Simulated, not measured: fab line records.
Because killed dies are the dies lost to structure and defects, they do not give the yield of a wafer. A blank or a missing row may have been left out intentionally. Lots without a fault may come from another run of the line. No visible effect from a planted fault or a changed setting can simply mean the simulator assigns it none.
fab line records | flow n5_finfet
record: lots: 10 | wafers: 29 | last_day: 19
route steps=1938 shown HKMG_FIN@419 PAD_METAL@1896 PASSIVATION@1916
lots untouched by any fault: they come from a run of this same line in which no faults occurred
start_h: the number of hours between the record's first day and the start of the first shown wafer of the lot | wait_h: time in hours since the lot's previous step | " as in the row above | L1.1+2: a single row standing in for several wafers | - either no value or no given start | * or withheld: withheld | < > ~ a bound
route shown NAME@n: a module of which the file shows steps, and the number in the route of the first | usual: mean/standard deviation taken from wafers without a fault | same: alike in all rows | chamber/n: place in a boat | sites: readings site by site | _std_site: the values' standard deviation | _edge_site: inner sites' mean taken away from outer sites' mean | radius_mm: how far each site lies from the wafer's centre | mask NAME#n: copy n | behind: tool/chamber where the wafer was last shaped | hold: cause of the lot's hold/its duration in hours/its outcome | device: whichever transistor did not switch (one of n, p or np) | end of line: the route-end tests of the same wafers | a step without rows: its recipe alone | killed: dies lost to structure and defects at the first sort, not the wafer's yield | map: the dies of a wafer, with x for killed, . for not killed, _ for no die there
set.NAME: the run value of the setting; set.NAME@STEP: its run value at that earlier step | model.NAME: the simulator's own value behind a step, which no gauge read
one table for each step of the route and one row for each wafer, over a sample of lots
services: the hour from which a tool's chamber was out of use, counted from the record's first day as start_h (under 0 if before that day), plus the number of hours and why
== steps ==
step: N5_HKMG_FIN_ALD_36
recipe: material: TiN | target_thk_a: 10 | temp_c: 400 | ald_precursor_family: TiCl4 | ald_co_reactant: NH3 | pulse_time_s: 1 | purge_time_s: 3 | co_reactant_purge_time_s: 2 | co_reactant_pulse_time_s: 2 | ald_cycles: 47 | pressure_torr: 3
usual: chamber_pressure_Torr: 3.001/0.0067 | heater_power_outer_w: 527/51 | heater_power_w: 856/91 | precursor_pulse_height_rel: 1.000/0.021
same: ald_cycles: 47
lot.wafer | tool         | chamber | start_h | wait_h | chamber_pressure_Torr | heater_power_outer_w | heater_power_w | precursor_pulse_height_rel
L302.2    | ald_metal-02 | 3       | 82.07   | 0.0    | 2.990                 | 480                  | 803            | 1.012
L302.3    | "            | 0       | "       | "      | 2.996                 | 579                  | 917            | 0.984
L302.5    | "            | 1       | "       | "      | 3.004                 | 518                  | 857            | 0.997
L305.1    | ald_metal-02 | 0       | 97.42   | 0.0    | 3.008                 | 564                  | 925            | 1.002
L305.3    | "            | 3       | "       | "      | 3.006                 | 482                  | 776            | 0.971
L305.4    | "            | 1       | "       | "      | 2.998                 | 510                  | 837            | 0.989
L304.2    | ald_metal-02 | 1       | 98.46   | 0.0    | 2.995                 | 512                  | 860            | 0.994
L304.6    | "            | 0       | "       | "      | 2.994                 | 565                  | 939            | 1.001
L306.1    | ald_metal-03 | 1       | 105.20  | 0.0    | 3.007                 | 515                  | 839            | 0.994
L306.3    | "            | 0       | "       | "      | 2.997                 | 587                  | 1072           | 0.989
L306.6    | "            | 2       | "       | "      | 3.002                 | 566                  | 883            | 0.989
L310.1    | ald_metal-02 | 2       | 127.97  | 0.0    | 3.000                 | 459                  | 722            | 0.975
L310.2    | "            | 3       | "       | "      | 2.989                 | 496                  | 770            | 1.003
L310.3    | "            | 1       | "       | "      | 2.994                 | 522                  | 847            | 0.962
L311.1    | ald_metal-03 | 3       | 132.54  | 0.0    | 3.003                 | 587                  | 971            | 1.004
L311.5    | "            | 2       | "       | "      | 3.011                 | 570                  | 877            | 1.000
L311.6    | "            | 3       | "       | "      | 2.993                 | 613                  | 1001           | 1.011
L316.1    | ald_metal-04 | 2       | 161.64  | 0.1    | 3.009                 | 498                  | 875            | 1.012
L316.3    | "            | 1       | "       | "      | 2.995                 | 473                  | 851            | 1.032
L316.6    | "            | 2       | "       | "      | 3.002                 | 506                  | 873            | 0.990
L318.1    | ald_metal-04 | 0       | 175.17  | 0.0    | 2.998                 | 593                  | 908            | 1.007
L318.4    | "            | 2       | "       | "      | 3.008                 | 510                  | 860            | 0.979
L318.6    | "            | 2       | "       | "      | 3.012                 | 506                  | 866            | 0.993
L320.1    | ald_metal-04 | 0       | 190.66  | 0.0    | 3.003                 | 618                  | 940            | 0.992
L320.3    | "            | 3       | "       | "      | 3.005                 | 481                  | 700            | 0.989
L320.5    | "            | 1       | "       | "      | 2.994                 | 499                  | 843            | 0.995
L324.1    | ald_metal-04 | 1       | 215.10  | 0.0    | 3.012                 | 492                  | 841            | 0.986
L324.3    | "            | 3       | "       | "      | 2.995                 | 459                  | 690            | 1.038
L324.6    | "            | 1       | "       | "      | 2.998                 | 495                  | 835            | 1.000
step: N5_PASSIVATION_AL_DEP_21
recipe: material: Al | target_thk_a: 28000 | temp_c: 400 | time_s: 170 | power_w: 30000 | chamber_pressure_pa: 0.4 | gas: Ar
usual: throttle_valve_pct: 30.1/1
same: time_s: 170
lot.wafer | tool           | chamber | start_h | wait_h | throttle_valve_pct
L302.2    | pvd_sputter-02 | -       | 306.14  | 0.1    | 29.8
L302.3    | "              | -       | "       | "      | 30.8
L302.5    | "              | -       | "       | "      | 31.2
L304.2    | pvd_sputter-03 | -       | 314.39  | 0.1    | 28.5
L304.6    | "              | -       | "       | "      | 30.1
L305.1    | pvd_sputter-03 | -       | 325.25  | 0.1    | 28.6
L305.3    | "              | -       | "       | "      | 29.7
L305.4    | "              | -       | "       | "      | 30.8
L306.1    | pvd_sputter-03 | -       | 330.56  | 0.1    | 29.8
L306.3    | "              | -       | "       | "      | 31.0
L306.6    | "              | -       | "       | "      | 30.8
L310.1    | pvd_sputter-02 | -       | 344.27  | 0.1    | 29.8
L310.2    | "              | -       | "       | "      | 31.2
L310.3    | "              | -       | "       | "      | 30.6
L311.1    | pvd_sputter-02 | -       | 347.39  | 0.1    | 30.7
L311.5    | "              | -       | "       | "      | 29.6
L311.6    | "              | -       | "       | "      | 31.0
L316.1    | pvd_sputter-01 | -       | 385.58  | 0.1    | 28.9
L316.3    | "              | -       | "       | "      | 32.1
L316.6    | "              | -       | "       | "      | 32.1
L318.1    | pvd_sputter-01 | -       | 387.86  | 0.1    | 29.2
L318.4    | "              | -       | "       | "      | 28.7
L318.6    | "              | -       | "       | "      | 30.3
L320.1    | pvd_sputter-01 | -       | 423.16  | 0.1    | 31.8
L320.3    | "              | -       | "       | "      | 29.4
L320.5    | "              | -       | "       | "      | 29.0
L324.1    | pvd_sputter-01 | -       | 442.09  | 0.1    | 31.8
L324.3    | "              | -       | "       | "      | 30.1
L324.6    | "              | -       | "       | "      | 30.2
step: N5_PASSIVATION_PECVD_35
recipe: material: SiNx | target_thk_a: 7000 | temp_c: 400 | precursor: SiH4/NH3/N2 | pressure_torr: 4.9 | rf_w: 1406 | time_s: 151.3
usual: chamber_pressure_Torr: 4.898/0.011 | heater_power_outer_w: 166/55 | heater_power_w: 350/69 | showerhead_plenum_p_Torr: 8.68/0.042 | throttle_valve_pct: 29.8/1.4
same: time_s: 151.3
lot.wafer | tool     | chamber | start_h | wait_h | chamber_pressure_Torr | heater_power_outer_w | heater_power_w | showerhead_plenum_p_Torr | throttle_valve_pct
L302.2    | pecvd-02 | 0       | 308.54  | 0.1    | 4.890                 | 202                  | 439            | 8.63                     | 30.3
L302.3    | "        | 2       | "       | "      | 4.892                 | 227                  | 396            | 8.66                     | 27.8
L302.5    | "        | 1       | "       | "      | 4.903                 | 204                  | 397            | 8.67                     | 29.0
L304.2    | pecvd-02 | 0       | 316.90  | 0.1    | 4.924                 | 144                  | 360            | 8.64                     | 30.3
L304.6    | "        | 0       | "       | "      | 4.894                 | 174                  | 406            | 8.66                     | 30.4
L305.1    | pecvd-04 | 2       | 327.46  | 0.1    | 4.900                 | 216                  | 457            | 8.56                     | 28.2
L305.3    | "        | 0       | "       | "      | 4.899                 | 47                   | 234            | 8.77                     | 31.5
L305.4    | "        | 2       | "       | "      | 4.898                 | 233                  | 475            | 8.57                     | 28.0
L306.1    | pecvd-04 | 0       | 332.58  | 0.1    | 4.904                 | 85                   | 278            | 8.76                     | 31.6
L306.3    | "        | 2       | "       | "      | 4.882                 | 179                  | 401            | 8.58                     | 28.1
L306.6    | "        | 1       | "       | "      | 4.897                 | 228                  | 382            | 8.76                     | 30.3
L310.1    | pecvd-03 | 1       | 346.37  | 0.1    | 4.891                 | 156                  | 319            | 8.67                     | 32.1
L310.2    | "        | 2       | "       | "      | 4.888                 | 94                   | 244            | 8.71                     | 29.0
L310.3    | "        | 0       | "       | "      | 4.872                 | 192                  | 415            | 8.69                     | 30.0
L311.1    | pecvd-04 | 2       | 349.58  | 0.1    | 4.900                 | 200                  | 453            | 8.58                     | 28.0
L311.5    | "        | 0       | "       | "      | 4.891                 | 81                   | 270            | 8.74                     | 31.7
L311.6    | "        | 2       | "       | "      | 4.908                 | 225                  | 469            | 8.59                     | 28.2
L316.1    | pecvd-03 | 1       | 387.51  | 0.1    | 4.909                 | 215                  | 396            | 8.68                     | 31.9
L316.3    | "        | 2       | "       | "      | 4.894                 | 130                  | 281            | 8.70                     | 29.0
L316.6    | "        | 2       | "       | "      | 4.909                 | 150                  | 306            | 8.71                     | 29.3
L318.1    | pecvd-03 | 2       | 390.02  | 0.1    | 4.910                 | 132                  | 288            | 8.68                     | 29.1
L318.4    | "        | 2       | "       | "      | 4.909                 | 146                  | 306            | 8.69                     | 29.3
L318.6    | "        | 1       | "       | "      | 4.918                 | 191                  | 373            | 8.68                     | 31.9
L320.1    | pecvd-04 | 2       | 425.22  | 0.1    | 4.881                 | 211                  | 438            | 8.57                     | 28.4
L320.3    | "        | 0       | "       | "      | 4.889                 | 49                   | 232            | 8.77                     | 31.3
L320.5    | "        | 2       | "       | "      | 4.897                 | 229                  | 482            | 8.61                     | 28.3
L324.1    | pecvd-02 | 0       | 443.88  | 0.1    | 4.895                 | 114                  | 317            | 8.65                     | 30.3
L324.3    | "        | 2       | "       | "      | 4.893                 | 281                  | 460            | 8.69                     | 28.2
L324.6    | "        | 2       | "       | "      | 4.908                 | 171                  | 308            | 8.66                     | 27.9
step: N5_PASSIVATION_ETCH_54
recipe: chemistry: CHF3/O2 | target: SiO2 | target_depth_a: 8800 | CHF3_flow_sccm: 50 | O2_flow_sccm: 5 | Ar_flow_sccm: 200 | time_s: 440 | mask_material: PR | pressure_mtorr: 30 | source_w: 650 | bias_w: 170 | ion_energy_ev: 200
usual: drypump_motor_current_A: 5.7/0.43 | oes_f_703_au: 0.80/0.077 | oes_product_au: 0.80/0.085 | rf_vpp_V: 520/8.3 | showerhead_plenum_p_Torr: 2.40/0.042 | throttle_valve_pct: 18.78/0.17
same: time_s: 440
lot.wafer | tool        | chamber | start_h | wait_h | drypump_motor_current_A | oes_f_703_au | oes_product_au | rf_hours_counter_h | rf_vpp_V | showerhead_plenum_p_Torr | throttle_valve_pct
L302.2    | rie_diel-02 | 3       | 309.45  | 0.1    | 6.4                     | 0.83         | 0.84           | 69                 | 526      | 2.52                     | 18.69
L302.3    | "           | 0       | "       | "      | 5.2                     | 0.91         | 0.89           | 19                 | 517      | 2.45                     | 18.72
L302.5    | "           | 0       | "       | "      | 5.2                     | 0.91         | 0.90           | -                  | 515      | 2.45                     | 18.71
L304.2    | rie_diel-05 | 1       | 317.81  | 0.1    | 5.4                     | 0.71         | 0.71           | 222                | 520      | 2.37                     | 19.07
L304.6    | "           | 1       | "       | "      | 5.4                     | 0.71         | 0.70           | -                  | 518      | 2.37                     | 19.05
L305.1    | rie_diel-05 | 2       | 328.24  | 0.1    | 5.5                     | 0.92         | 0.92           | 11                 | 524      | 2.38                     | 18.50
L305.3    | "           | 1       | "       | "      | 5.4                     | 0.72         | 0.70           | 226                | 519      | 2.37                     | 19.06
L305.4    | "           | 0       | "       | "      | 6.2                     | 0.67         | 0.68           | 225                | 525      | 2.38                     | 19.09
L306.1    | rie_diel-06 | 3       | 333.73  | 0.1    | 5.8                     | 0.72         | 0.69           | 229                | 509      | 2.37                     | 18.93
L306.3    | "           | 1       | "       | "      | 5.7                     | 0.80         | 0.79           | 89                 | 520      | 2.44                     | 18.63
L306.6    | "           | 3       | "       | "      | 5.8                     | 0.72         | 0.69           | -                  | 510      | 2.37                     | 18.92
L310.1    | rie_diel-02 | 1       | 347.16  | 0.1    | 5.0                     | 0.89         | 0.91           | 17                 | 519      | 2.37                     | 18.60
L310.2    | "           | 2       | "       | "      | 5.8                     | 0.78         | 0.78           | 108                | 510      | 2.41                     | 18.78
L310.3    | "           | 0       | "       | "      | 5.2                     | 0.88         | 0.87           | 32                 | 516      | 2.45                     | 18.74
L311.1    | rie_diel-02 | 2       | 350.51  | 0.1    | 5.8                     | 0.79         | 0.78           | 110                | 509      | 2.41                     | 18.78
L311.5    | "           | 0       | "       | "      | 5.2                     | 0.87         | 0.86           | -                  | 514      | 2.45                     | 18.75
L311.6    | "           | 3       | "       | "      | 6.3                     | 0.81         | 0.82           | -                  | 526      | 2.51                     | 18.70
L316.1    | rie_diel-06 | 1       | 388.60  | 0.1    | 5.7                     | 0.78         | 0.77           | 110                | 519      | 2.43                     | 18.68
L316.3    | "           | 2       | "       | "      | 6.3                     | 0.92         | 0.98           | 7                  | 541      | 2.37                     | 18.63
L316.6    | "           | 3       | "       | "      | 5.8                     | 0.70         | 0.68           | -                  | 507      | 2.36                     | 18.96
L318.1    | rie_diel-05 | 0       | 391.25  | 0.1    | 6.2                     | 0.66         | 0.67           | 248                | 525      | 2.37                     | 19.14
L318.4    | "           | 2       | "       | "      | 5.5                     | 0.86         | 0.87           | 33                 | 526      | 2.37                     | 18.56
L318.6    | "           | 3       | "       | "      | 5.3                     | 0.79         | 0.78           | -                  | 512      | 2.42                     | 18.73
L320.1    | rie_diel-05 | 0       | 426.00  | 0.1    | 6.2                     | 0.96         | 0.97           | 3                  | 527      | 2.37                     | 18.77
L320.3    | "           | 3       | "       | "      | 5.3                     | 0.78         | 0.76           | 121                | 511      | 2.42                     | 18.75
L320.5    | "           | 0       | "       | "      | 6.2                     | 0.94         | 0.97           | -                  | 525      | 2.37                     | 18.76
L324.1    | rie_diel-02 | 3       | 444.97  | 0.1    | 6.3                     | 0.77         | 0.78           | 122                | 526      | 2.50                     | 18.77
L324.3    | "           | 2       | "       | "      | 5.8                     | 0.75         | 0.74           | 147                | 509      | 2.40                     | 18.83
L324.6    | "           | 2       | "       | "      | 5.8                     | 0.75         | 0.75           | -                  | 509      | 2.40                     | 18.84
step: N5_PASSIVATION_PROBE_49
usual: defect_limited_yield: 91.6/1.4 | killed_at_M0_to_M3: 33/10 | killed_at_M4_up: 13/5.3 | killed_at_contacts: 13/5.9 | killed_at_front_end: 36/12 | killed_at_other: 4/3.1 | killed_dies: 99/16 | killed_on_rim: 13/4.2 | killed_open: 65/13 | killed_short: 32/7.3 | sort_bin_5_function: 4.9/0.9 | sort_bin_6_memory: 3.1/0.66 | sort_bin_8_speed: 0.0/0.42 | sort_n_pass: 1081/17 | sort_yield_pct: 91.6/1.4
same: gross_dies: 1180 | killed_at_back_side: 0 | sort_bin_4_leakage[%]: 0
lot.wafer | tool      | chamber | start_h | wait_h | defect_limited_yield[%] | killed_at_M0_to_M3 | killed_at_M4_up | killed_at_contacts | killed_at_front_end | killed_at_other | killed_dies | killed_on_rim | killed_open | killed_short | sort_bin_5_function[%] | sort_bin_6_memory[%] | sort_bin_8_speed[%] | sort_n_pass | sort_yield_pct[%]
L310.1    | prober-01 | -       | 350.02  | 0.0    | 92.7                    | 23                 | 13              | 11                 | 38                  | 1               | 86          | 14            | 49          | 32           | 4.2                    | 2.8                  | 0                   | 1094        | 92.7
L310.2    | prober-01 | -       | 350.07  | 0.1    | 93.4                    | 17                 | 14              | 9                  | 36                  | 2               | 78          | 9             | 49          | 27           | 4.4                    | 2.0                  | 0                   | 1102        | 93.4
L310.3    | prober-01 | -       | 350.12  | 0.1    | 91.4                    | 25                 | 6               | 11                 | 59                  | 1               | 102         | 32            | 49          | 34           | 4.8                    | 2.1                  | 0                   | 1078        | 91.4
L316.1    | prober-02 | -       | 391.37  | 0.0    | 92.3                    | 33                 | 10              | 12                 | 33                  | 3               | 91          | 13            | 58          | 30           | 4.2                    | 3.1                  | 0                   | 1089        | 92.3
L316.3    | prober-02 | -       | 391.47  | 0.1    | 93.6                    | 28                 | 9               | 8                  | 21                  | 9               | 75          | 7             | 37          | 37           | 4.3                    | 1.8                  | 0                   | 1105        | 93.6
L316.6    | prober-02 | -       | 391.62  | 0.3    | 92.8                    | 28                 | 9               | 14                 | 32                  | 2               | 85          | 14            | 59          | 26           | 3.5                    | 3.4                  | 0                   | 1095        | 92.8
killed by level:class
L310.1 FIN_SAQP:geometric_particle:short=11 MOL_CONTACT_COAG:geometric_particle:open=8 STI_FIN_REVEAL:geometric_particle:open=7 BEOL_M0_SAQP:geometric_particle:open=7 BEOL_M0_SAQP:geometric_particle:short=7 BEOL_M2:geometric_particle:open=4 BEOL_M4:geometric_particle:open=4 FIN_SAQP:geometric_particle:open=3
L310.2 FIN_SAQP:geometric_particle:short=10 MOL_CONTACT_COAG:geometric_particle:open=9 FIN_SAQP:geometric_particle:open=6 GATE_CUT:geometric_particle:short=5 BEOL_M0_SAQP:geometric_particle:open=5 BEOL_M2:geometric_particle:open=5 BEOL_M4:geometric_particle:open=5 STI_FIN_REVEAL:geometric_particle:open=4
L310.3 HKMG_FIN:area_ald=18 FIN_SAQP:geometric_particle:short=13 MOL_CONTACT_COAG:geometric_particle:open=10 FIN_SAQP:geometric_particle:open=6 DUMMY_GATE:geometric_particle:open=6 BEOL_M0_SAQP:geometric_particle:open=4 BEOL_M1:geometric_particle:open=4 BEOL_M2:geometric_particle:open=4
L316.1 MOL_CONTACT_COAG:geometric_particle:open=12 BEOL_M0_SAQP:geometric_particle:open=11 FIN_SAQP:geometric_particle:short=6 BEOL_M2:geometric_particle:open=6 BEOL_M0_SAQP:geometric_particle:short=5 BEOL_M3:geometric_particle:open=5 GATE_CUT:geometric_particle:short=4 STI_FIN_REVEAL:geometric_particle:open=3
L316.3 BEOL_M0_SAQP:geometric_particle:open=7 BEOL_M0_SAQP:geometric_particle:short=6 BEOL_M3:geometric_particle:open=5 FIN_SAQP:geometric_particle:open=4 MOL_CONTACT_COAG:geometric_particle:short=4 MOL_CONTACT_COAG:geometric_particle:open=4 BEOL_M5:geometric_particle:open=3 GATE_CUT:geometric_particle:short=3
L316.6 MOL_CONTACT_COAG:geometric_particle:open=11 FIN_SAQP:geometric_particle:open=9 BEOL_M0_SAQP:geometric_particle:open=9 BEOL_M3:geometric_particle:open=8 STI_FIN_REVEAL:geometric_particle:open=7 BEOL_M0_SAQP:geometric_particle:short=6 BEOL_M5:geometric_particle:open=4 STI_FIN_REVEAL:geometric_particle:short=3
== services ==
tool           | chamber | start_h | hours | kind
pecvd-04       | -       | 58.69   | 4.3   | pm
pecvd-04       | -       | 63.57   | 1.6   | repair
ald_metal-04   | 3       | 64.41   | 14.6  | repair
ald_metal-04   | 1       | 77.86   | 26.0  | repair
rie_diel-02    | 2       | 98.10   | 16.2  | repair
ald_metal-04   | -       | 115.64  | 0.8   | repair
pvd_sputter-01 | -       | 143.59  | 5.2   | repair
rie_diel-02    | 0       | 153.84  | 5.9   | repair
rie_diel-02    | 1       | 156.34  | 5.9   | repair
rie_diel-02    | 0       | 190.66  | 4.0   | repair
ald_metal-04   | -       | 200.56  | 1.5   | repair
pecvd-04       | -       | 203.08  | 1.3   | repair
rie_diel-02    | 2       | 212.97  | 7.8   | repair
rie_diel-02    | 0       | 233.99  | 1.9   | repair
pecvd-04       | 0       | 256.02  | 5.2   | repair
rie_diel-02    | 2       | 274.60  | 2.7   | repair
pecvd-04       | 2       | 301.00  | 2.5   | repair
ald_metal-04   | -       | 310.95  | 8.7   | pm
ald_metal-04   | -       | 337.25  | 14.0  | pm
rie_diel-02    | 0       | 359.18  | 8.3   | repair
ald_metal-04   | 3       | 385.79  | 31.6  | repair
rie_diel-02    | 0       | 396.89  | 2.6   | repair
pecvd-04       | 2       | 398.05  | 4.6   | repair
pecvd-04       | 2       | 439.35  | 8.0   | repair
== key ==
first_sign: step: N5_PASSIVATION_PROBE_49 | reading: killed_on_rim | direction: up | sigmas: 4.5 | usual: 13 | struck: 32
effect none on later readings
met_at N5_HKMG_FIN_ALD_36
struck_lots L310
struck_wafers L310.3
not_acting_at N5_PASSIVATION_AL_DEP_21,N5_PASSIVATION_PECVD_35,N5_PASSIVATION_ETCH_54
onset_between 98.46 127.97
fault: kind: site_profile_drift | tool: ald_metal-02 | chamber: 1 | onset_h: 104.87 | steps: N5_HKMG_FIN_ALD_36 | basis: fraction | max_abs_drift: 0.52164 | slope_share_per_hr: 115.92 | site_pattern: 0,0,0,0,0,-1,-1,-1,-1
